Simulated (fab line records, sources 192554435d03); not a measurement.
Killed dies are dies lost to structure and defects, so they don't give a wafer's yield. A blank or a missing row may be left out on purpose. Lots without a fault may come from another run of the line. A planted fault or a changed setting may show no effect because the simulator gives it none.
Which tool did it? | flow n5_finfet | 10 lots, 29 wafers sampled, at 4 steps of a route of 1938

WHAT THE GAUGES READ, wafer by wafer
N5_BEOL_M9_INSPECT_13: inspects for defects (brightfield).
lot  | measured     | on                | raw_defect_count
L686 | day 14 00:45 | defect_inspect-01 | 368 288 354
L684 | day 14 04:10 | defect_inspect-02 | 435 402 467
L688 | day 14 15:10 | defect_inspect-01 | 391 359 308
L691 | day 15 01:54 | defect_inspect-02 | 1087 1115 1015
L692 | day 15 15:46 | defect_inspect-02 | 1005 1070 1039
L696 | day 16 07:11 | defect_inspect-01 | 412 323 456
L698 | day 17 11:15 | defect_inspect-02 | 541 555
L704 | day 18 17:06 | defect_inspect-01 | 393 355 411
L706 | day 19 00:46 | defect_inspect-02 | 640 496 434
L707 | day 19 11:59 | defect_inspect-01 | 598 699 445

WHICH TOOL RAN EACH LOT (tool, then ch and the chambers of the sampled wafers, then the start)
lot  | N5_BEOL_M8_DEP_56               | N5_BEOL_M9_ILD_DEP_00           | N5_BEOL_M9_PECVD_70
L686 | pecvd-02 ch 1,2, day 13 22:41   | pecvd-04 ch 0,2, day 13 22:49   | pecvd-04 ch 0,1,2, day 13 23:26
L684 | pecvd-02 ch 0,1,2, day 14 01:10 | pecvd-04 ch 0,1,2, day 14 01:18 | pecvd-03 ch 1,2, day 14 01:56
L688 | pecvd-02 ch 0,1, day 14 11:58   | pecvd-02 ch 0,1,2, day 14 12:06 | pecvd-03 ch 0,2, day 14 12:44
L691 | pecvd-02 ch 0,1,2, day 14 23:27 | pecvd-04 ch 1,2, day 14 23:35   | pecvd-04 ch 0,1,2, day 15 00:13
L692 | pecvd-03 ch 0,2, day 15 14:28   | pecvd-04 ch 1,2, day 15 14:35   | pecvd-02 ch 0,1,2, day 15 15:13
L696 | pecvd-02 ch 0,1, day 16 03:58   | pecvd-02 ch 0,1, day 16 04:08   | pecvd-03 ch 0,1, day 16 04:46
L698 | pecvd-02 ch 0,1, day 17 08:07   | pecvd-03 ch 1,2, day 17 08:15   | pecvd-03 ch 0,2, day 17 09:10
L704 | pecvd-02 ch 0,2, day 18 14:26   | pecvd-04 ch 0,1,2, day 18 14:35 | pecvd-04 ch 1,2, day 18 15:13
L706 | pecvd-02 ch 0,2, day 18 22:55   | pecvd-04 ch 0,1,2, day 18 23:05 | pecvd-02 ch 0,2, day 18 23:56
L707 | pecvd-03 ch 0,1, day 19 08:48   | pecvd-04 ch 1,2, day 19 08:56   | pecvd-04 ch 0,1, day 19 09:34
- N5_BEOL_M8_DEP_56: deposits SiCN from 3MS/NH3, target thk 10 nm, time 17.5 s.
- N5_BEOL_M9_ILD_DEP_00: deposits SiCOH lowk from DEMS/porogen, target thk 308.51 nm, time 58 s.
- N5_BEOL_M9_PECVD_70: deposits SiO2 from TEOS/O2, target thk 20 nm, time 22.7 s.

THE ANSWER, worked out from the rows above alone
Rule: what is usual is taken from the lots themselves. Put in order of their means at a reading, lots are off if they are a third of the lots or fewer, leave a main group of 4 or more, and stand apart from it by a gap of 3 or more times the standard deviation of the main group's means; of several such gaps the widest counts. A main group whose means are all the same, to the digits that the tables above print for the reading, isn't used. A lot without any number at a reading at which 4 lots or more have one is off too. The other lots that the step has rows for count as sound.
Off: L691, L692, at N5_BEOL_M9_INSPECT_13 (raw_defect_count). The main group: mean 445, standard deviation 88.
A tool fits if, at a process step before that reading, it ran every lot that is off, and no sound lot after the first of them. The gauges at N5_BEOL_M9_INSPECT_13 are tried like those tools. None of those tried fits.

WHAT THE SIMULATOR HAD PUT IN
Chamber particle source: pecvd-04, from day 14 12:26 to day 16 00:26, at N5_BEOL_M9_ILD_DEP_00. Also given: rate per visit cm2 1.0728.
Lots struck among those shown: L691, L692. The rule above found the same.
